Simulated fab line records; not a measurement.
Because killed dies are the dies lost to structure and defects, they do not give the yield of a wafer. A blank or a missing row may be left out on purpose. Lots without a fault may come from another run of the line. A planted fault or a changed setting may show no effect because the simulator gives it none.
Split-lot study || flow n5 finfet || 21 wafers read from 7 lots, route of 1938 steps

ABOUT THE SPLIT
At N5_BEOL_M11_EXPOSE_08 (exposes mask M11), the setting dose mj was moved away from the recipe's 53.75 on 7 of the 21 wafers read, by -5.5% to +6.8%. The other wafers ran this setting at the recipe's value.

FROM THE SPLIT TO THE READING: what the file shows between them, 15 steps
- N5_BEOL_M11_PEB_09: peb time 60 s
- N5_BEOL_M11_DEVELOP_10: develop time 30 s
- N5_BEOL_M11_CD_MEAS_11: target cd 64.1 nm
- N5_BEOL_M11_DESCUM_16: chemistry O2, time 7.9 s
- N5_BEOL_M11_ETCH_61: etches SiARC in CF4, target depth 39 nm, time 65 s
- N5_BEOL_M11_ETCH_62: etches SOC in N2/H2, target depth 110 nm, overetch 22 nm, time 165 s
- N5_BEOL_M11_STRIP_68: strips in N2/H2
- N5_BEOL_M11_STRIP_67: strips in CF4
- N5_BEOL_M11_HM_OPEN_17: chemistry Cl2/BCl3, target TiN, target depth 20 nm, overetch 6 nm
- N5_BEOL_M11_STRIP_19: strips in O2
- N5_BEOL_M11_CD_MEAS_18: pitch 140 nm, target cd 70 nm
- N5_BEOL_M11_COAT_63: time 60 s, resist thk 100 nm
- N5_BEOL_M11_COAT_64: time 60 s, resist thk 30 nm
- N5_BEOL_M11_PRECLEAN_42: cleans in residue remover, time 60 s
- N5_BEOL_M11_SRD_43: time 30 s

THE READING
cd nm (nm) at N5_BEOL_M11_CD_MEAS_35, where the cd target is 70 nm. A value of 69.8 nm with a standard deviation of 0.7 nm is what fault-free wafers of this fab line usually give.

{"wafer": "L074.2", "tool, chamber at the split": "arfi scanner-03, 0", "dose mj as run": 53.75, "against the recipe": "recipe", "cd nm, nm": 70.0, "against lot-mates on the recipe": "-"}
{"wafer": "L074.4", "tool, chamber at the split": "arfi scanner-03, 0", "dose mj as run": 53.75, "against the recipe": "recipe", "cd nm, nm": 70.2, "against lot-mates on the recipe": "-"}
{"wafer": "L074.5", "tool, chamber at the split": "arfi scanner-03, 0", "dose mj as run": 51, "against the recipe": "-5.1%", "cd nm, nm": 66.6, "against lot-mates on the recipe": -3.5}
{"wafer": "L075.3", "tool, chamber at the split": "arfi scanner-02, 0", "dose mj as run": 53.75, "against the recipe": "recipe", "cd nm, nm": 69.8, "against lot-mates on the recipe": "-"}
{"wafer": "L075.4", "tool, chamber at the split": "arfi scanner-02, 0", "dose mj as run": 53.75, "against the recipe": "recipe", "cd nm, nm": 70.1, "against lot-mates on the recipe": "-"}
{"wafer": "L075.5", "tool, chamber at the split": "arfi scanner-02, 0", "dose mj as run": 55.67, "against the recipe": "+3.6%", "cd nm, nm": 71.7, "against lot-mates on the recipe": "+1.8"}
{"wafer": "L080.2", "tool, chamber at the split": "arfi scanner-01, 0", "dose mj as run": 51.85, "against the recipe": "-3.5%", "cd nm, nm": 68.4, "against lot-mates on the recipe": -0.7}
{"wafer": "L080.3", "tool, chamber at the split": "arfi scanner-01, 0", "dose mj as run": 53.75, "against the recipe": "recipe", "cd nm, nm": 69.1, "against lot-mates on the recipe": "-"}
{"wafer": "L080.4", "tool, chamber at the split": "arfi scanner-01, 0", "dose mj as run": 51.85, "against the recipe": "-3.5%", "cd nm, nm": 68.0, "against lot-mates on the recipe": -1.1}
{"wafer": "L084.1", "tool, chamber at the split": "arfi scanner-01, 0", "dose mj as run": 53.75, "against the recipe": "recipe", "cd nm, nm": 69.4, "against lot-mates on the recipe": "-"}
{"wafer": "L084.3", "tool, chamber at the split": "arfi scanner-01, 0", "dose mj as run": 53.75, "against the recipe": "recipe", "cd nm, nm": 71.3, "against lot-mates on the recipe": "-"}
{"wafer": "L084.5", "tool, chamber at the split": "arfi scanner-01, 0", "dose mj as run": 53.75, "against the recipe": "recipe", "cd nm, nm": 70.4, "against lot-mates on the recipe": "-"}
{"wafer": "L086.2", "tool, chamber at the split": "arfi scanner-01, 0", "dose mj as run": 53.75, "against the recipe": "recipe", "cd nm, nm": 70.4, "against lot-mates on the recipe": "-"}
{"wafer": "L086.4", "tool, chamber at the split": "arfi scanner-01, 0", "dose mj as run": 53.75, "against the recipe": "recipe", "cd nm, nm": 69.2, "against lot-mates on the recipe": "-"}
{"wafer": "L086.6", "tool, chamber at the split": "arfi scanner-01, 0", "dose mj as run": 53.75, "against the recipe": "recipe", "cd nm, nm": 68.7, "against lot-mates on the recipe": "-"}
{"wafer": "L091.1", "tool, chamber at the split": "arfi scanner-01, 0", "dose mj as run": 57.39, "against the recipe": "+6.8%", "cd nm, nm": 73.4, "against lot-mates on the recipe": "+4.2"}
{"wafer": "L091.4", "tool, chamber at the split": "arfi scanner-01, 0", "dose mj as run": 57.39, "against the recipe": "+6.8%", "cd nm, nm": 73.8, "against lot-mates on the recipe": "+4.6"}
{"wafer": "L091.6", "tool, chamber at the split": "arfi scanner-01, 0", "dose mj as run": 53.75, "against the recipe": "recipe", "cd nm, nm": 69.2, "against lot-mates on the recipe": "-"}
{"wafer": "L097.3", "tool, chamber at the split": "arfi scanner-03, 0", "dose mj as run": 53.75, "against the recipe": "recipe", "cd nm, nm": 70.2, "against lot-mates on the recipe": "-"}
{"wafer": "L097.4", "tool, chamber at the split": "arfi scanner-03, 0", "dose mj as run": 53.75, "against the recipe": "recipe", "cd nm, nm": 69.2, "against lot-mates on the recipe": "-"}
{"wafer": "L097.6", "tool, chamber at the split": "arfi scanner-03, 0", "dose mj as run": 50.82, "against the recipe": "-5.5%", "cd nm, nm": 67.8, "against lot-mates on the recipe": -1.9}

FIT RESULTS
A straight line over all 21 wafers: cd nm changes by +0.523 nm for each +1% of dose mj; r = +0.93; the points scatter about the line by 0.64 nm.
The same after taking each lot's own level away (the mean of its wafers on the recipe; 21 wafers): +0.543 nm for each +1%; r = +0.93; scatter 0.66 nm.
According to that fit, moving dose mj by its largest amount changes the reading by 3.7 nm.
Across the lots, their own levels run from 69.10 to 70.37 nm, a range of 1.8 times the standard deviation given above.
The two slopes are in agreement: the lot-to-lot level therefore moves the slope only a little.
Check: for one of the wafers moved furthest among these (+6.8%), held out of the fit, the line's prediction against its lot-mates is +3.7 nm. Against them it came out at +4.2 nm.

FURTHER SPLITS ON THESE WAFERS
Note: prior to the reading, these wafers also went through further splits. Each is held against what the fit with the lots' levels taken away leaves over:
{"other split on the same wafers": "N5_BEOL_M8_ETCH_65 source w", "wafers away from the commonest value": 7, "r with cd nm (lot level and that fit taken away)": "+0.30"}
{"other split on the same wafers": "N5_BEOL_M9_COAT_60 spin rpm", "wafers away from the commonest value": 5, "r with cd nm (lot level and that fit taken away)": "+0.06"}
{"other split on the same wafers": "N5_BEOL_M10_ILD_DEP_00 time s", "wafers away from the commonest value": 9, "r with cd nm (lot level and that fit taken away)": -0.16}
{"other split on the same wafers": "N5_BEOL_M11_PECVD_70 temp c", "wafers away from the commonest value": 6, "r with cd nm (lot level and that fit taken away)": -0.28}

THE WHOLE CHAIN: every reading that the file lists as answering this split, in the file's order
{"step": "N5_BEOL_M11_CD_MEAS_11", "what it does": "target cd 64.1 nm", "reading": "cd nm", "change (the file's fit)": "+0.489 nm for each +1% of the setting", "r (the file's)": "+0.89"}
{"step": "N5_BEOL_M11_ETCH_61", "what it does": "etches SiARC in CF4, target depth 39 nm, time 65 s", "reading": "BEOL_M11.cd offset nm (the simulator's own value, which no gauge read)", "change (the file's fit)": "+0.537 nm for each +1% of the setting", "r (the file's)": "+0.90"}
{"step": "N5_BEOL_M11_ETCH_62", "what it does": "etches SOC in N2/H2, target depth 110 nm, overetch 22 nm, time 165 s", "reading": "BEOL_M11.cd offset nm (the simulator's own value, which no gauge read)", "change (the file's fit)": "+0.498 nm for each +1% of the setting", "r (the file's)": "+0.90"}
{"step": "N5_BEOL_M11_HM_OPEN_17", "what it does": "chemistry Cl2/BCl3, target TiN, target depth 20 nm, overetch 6 nm", "reading": "BEOL_M11.cd offset nm (the simulator's own value, which no gauge read)", "change (the file's fit)": "+0.511 nm for each +1% of the setting", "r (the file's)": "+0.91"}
{"step": "N5_BEOL_M11_CD_MEAS_18", "what it does": "pitch 140 nm, target cd 70 nm", "reading": "cd nm", "change (the file's fit)": "+0.505 nm for each +1% of the setting", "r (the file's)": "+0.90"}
{"step": "N5_BEOL_M11_CD_MEAS_35", "what it does": "target cd 70 nm", "reading": "cd nm", "change (the file's fit)": "+0.527 nm for each +1% of the setting", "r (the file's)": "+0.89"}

FILE'S OWN FIT
cd nm changes by +0.527 nm for each +1% of dose mj, r = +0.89.
